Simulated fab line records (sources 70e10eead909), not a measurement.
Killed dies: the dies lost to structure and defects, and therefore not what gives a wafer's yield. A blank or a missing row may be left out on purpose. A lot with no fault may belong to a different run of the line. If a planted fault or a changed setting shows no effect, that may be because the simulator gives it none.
A struck lot beside a sound one -- flow nand harc -- 25 steps out of a route of 1159
Sound: wafers L872.3, L872.4, L872.5. Wafers L879.1, L879.3, L879.6 were the ones struck. Last of all comes the cause.
Order at every step that has rows: each side's tool, ch and its chambers, its first start. Under that, the readings that differ: sound wafers -- struck wafers -- difference of the means -- sigmas: that difference in standard deviations of wafers without a fault.
alike: readings whose means differ by less than 2 such deviations, and words and numbers that are the same on both sides. not compared: withheld readings, readings that some wafer has no value for, bounds like >300 that may hide the same value, and numbers for which the record gives no deviation and whose values overlap.
Wherever a step has rows on one side only, a row that says differs or no value, or a row with sigmas, the two part there. Numbers that don't overlap but have no deviation are shown without sigmas and don't part them. A reading that every wafer of one side lacks parts them only if that side has two wafers or more.

NHARC_P_ZERO_WELL_INSPECT_43:
  sound on defect inspect-01 at day 1 19:40; struck on defect inspect-01 at day 3 13:23
  alike: raw defect count
then, 11 steps without rows for these wafers: NHARC_P_STI_ETCH_26 (etches SiO2 in dHF, target depth 11 nm); NHARC_P_STI_PRECLEAN_27 (cleans in SC1); NHARC_P_STI_SRD_28; NHARC_P_STI_OXIDE_29 (material SiO2, target thk 10 nm, ox time 1362 s); NHARC_P_STI_HM_DEP_30 (deposits Si3N4, target thk 80 nm, time 873 s); NHARC_P_STI_DEHYDRATE_01 (time 120 s); NHARC_P_STI_HMDS_02 (time 30 s); NHARC_P_STI_COAT_41 (time 65 s); NHARC_P_STI_COAT_03 (resist thk 600 nm); NHARC_P_STI_SOFTBAKE_04 (time 70 s); NHARC_P_STI_EBR_05.
NHARC_P_STI_EXPOSE_06: exposes mask P STI, target cd 200 nm.
  sound on krf scanner-01 ch 0, day 2 12:39; struck on krf scanner-02 ch 0, day 4 05:23
reading,sound,struck,difference,sigmas
mask,P_STI#0 P_STI#0 P_STI#0,P_STI_R1#0 P_STI_R1#0 P_STI_R1#0,differs,
  alike: stage vel mm s
then, 2 steps without rows for these wafers: NHARC_P_STI_PEB_07 (peb time 80 s); NHARC_P_STI_DEVELOP_08 (time 50 s).
NHARC_P_STI_CD_MEAS_09: target cd 200 nm.
  sound on cd sem-01 ch 0, day 2 12:47; struck on cd sem-03 ch 0, day 4 05:33
  alike: cd nm
NHARC_P_STI_OVL_MEAS_10:
  sound on overlay-01 at day 2 12:53; struck on overlay-01 at day 4 05:38
  alike: overlay x nm, overlay y nm
NHARC_P_STI_INSPECT_11:
  sound on defect inspect-02 at day 2 12:55; struck on defect inspect-02 at day 4 05:40
  alike: raw defect count
then, 1 step without rows for these wafers: NHARC_P_STI_HARDBAKE_13 (time 65 s).
NHARC_P_STI_DESCUM_14: chemistry O2, time 3 s.
  sound on rie diel-10 ch 0,1,3, day 2 13:04; struck on rie diel-10 ch 0,1,2, day 4 05:49
  alike: drypump motor current A, o2 flow sccm, oes product au, rf vpp V, showerhead plenum p Torr, throttle valve pct
  not compared: rf hours counter h, model.P_STI.cd nm
NHARC_P_STI_ETCH_42: etches the open film in N2/H2, target depth 80 nm, overetch 24 nm, time 61 s.
  sound on rie diel-10 ch 0,1,3, day 2 13:08; struck on rie diel-10 ch 1,2,3, day 4 05:54
  alike: bias w, drypump motor current A, oes product au, rf vpp V, showerhead plenum p Torr, throttle valve pct
  not compared: rf hours counter h
NHARC_P_STI_ETCH_31: etches the open film in CF4/CHF3, target depth 108.9 nm, time 54.5 s.
  sound on rie diel-10 ch 0,1,2; struck on rie diel-10 ch 0,3
  alike: bias w, drypump motor current A, oes product au, rf vpp V, showerhead plenum p Torr, throttle valve pct
  not compared: rf hours counter h
NHARC_P_STI_ETCH_15: etches the open film in HBr/Cl2, target depth 300 nm, time 100.1 s.
  sound on rie si-06 ch 0,1, day 2 13:19; struck on rie si-03 ch 1,3, day 4 06:12
  alike: bias w, drypump motor current A, oes product au, throttle valve pct
  not compared: rf hours counter h, model.P_STI.cd nm
NHARC_P_STI_CD_MEAS_16:
  sound on cd sem-01 at day 2 13:29; struck on cd sem-02 at day 4 06:22
  alike: cd nm
then, 1 step without rows for these wafers: NHARC_END_SORT_01.

WHERE THEY PART
Only at NHARC_P_STI_EXPOSE_06, within this record. Later steps at which nothing parts them and some readings are alike: NHARC_P_STI_CD_MEAS_09, NHARC_P_STI_OVL_MEAS_10, NHARC_P_STI_INSPECT_11, NHARC_P_STI_DESCUM_14, NHARC_P_STI_ETCH_42, NHARC_P_STI_ETCH_31, NHARC_P_STI_ETCH_15, NHARC_P_STI_CD_MEAS_16.

WHY: whatever the simulator had introduced
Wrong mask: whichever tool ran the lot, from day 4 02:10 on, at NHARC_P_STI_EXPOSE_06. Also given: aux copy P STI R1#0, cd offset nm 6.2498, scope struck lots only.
